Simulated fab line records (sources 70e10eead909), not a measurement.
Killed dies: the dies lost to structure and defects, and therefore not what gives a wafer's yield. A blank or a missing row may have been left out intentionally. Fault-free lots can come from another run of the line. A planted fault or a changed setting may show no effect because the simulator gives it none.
Which tool is to blame? + flow nand-harc + route of 1302 steps, sampled at 1 step: 6 lots, 18 wafers

WHAT EACH GAUGE READ, for each wafer
NHARC_A_BLC_OVL_MEAS_11.
| lot  | measured     | on         | overlay-x-nm (nm) |
|------|--------------|------------|-------------------|
| L969 | day 23 07:58 | overlay-01 | 0.8 0.3 0.2       |
| L973 | day 23 18:57 | overlay-02 | 0.0 -0.4 -0.2     |
| L975 | day 24 10:31 | overlay-02 | 0.7 0.9 1.0       |
| L977 | day 26 06:50 | overlay-02 | -0.5 -0.6 -0.1    |
| L979 | day 26 22:23 | overlay-01 | -0.3 0.1 0.3      |
| L988 | day 30 09:26 | overlay-02 | 0.0 -0.4 0.0      |

WHICH TOOL RAN EACH LOT (tool, then ch and the chambers of the sampled wafers, then the start)
No process step before these readings appears in the record.

THE ANSWER, worked out from the rows above alone
Rule: the usual values come from the lots themselves. Put in order of their means at a reading, lots are off if they are a third of the lots or fewer, leave a main group of 4 or more, and stand apart from it by a gap of 3 or more times the standard deviation of the main group's means; of several such gaps the widest counts. A main group whose means are all the same, to the digits that the tables above print for the reading, isn't used. A lot without any number at a reading at which 4 lots or more have one is off too. The other lots that the step has rows for count as sound.
None of the lots is off at any reading shown; this tells nothing.

WHAT WAS PUT IN BY THE SIMULATOR
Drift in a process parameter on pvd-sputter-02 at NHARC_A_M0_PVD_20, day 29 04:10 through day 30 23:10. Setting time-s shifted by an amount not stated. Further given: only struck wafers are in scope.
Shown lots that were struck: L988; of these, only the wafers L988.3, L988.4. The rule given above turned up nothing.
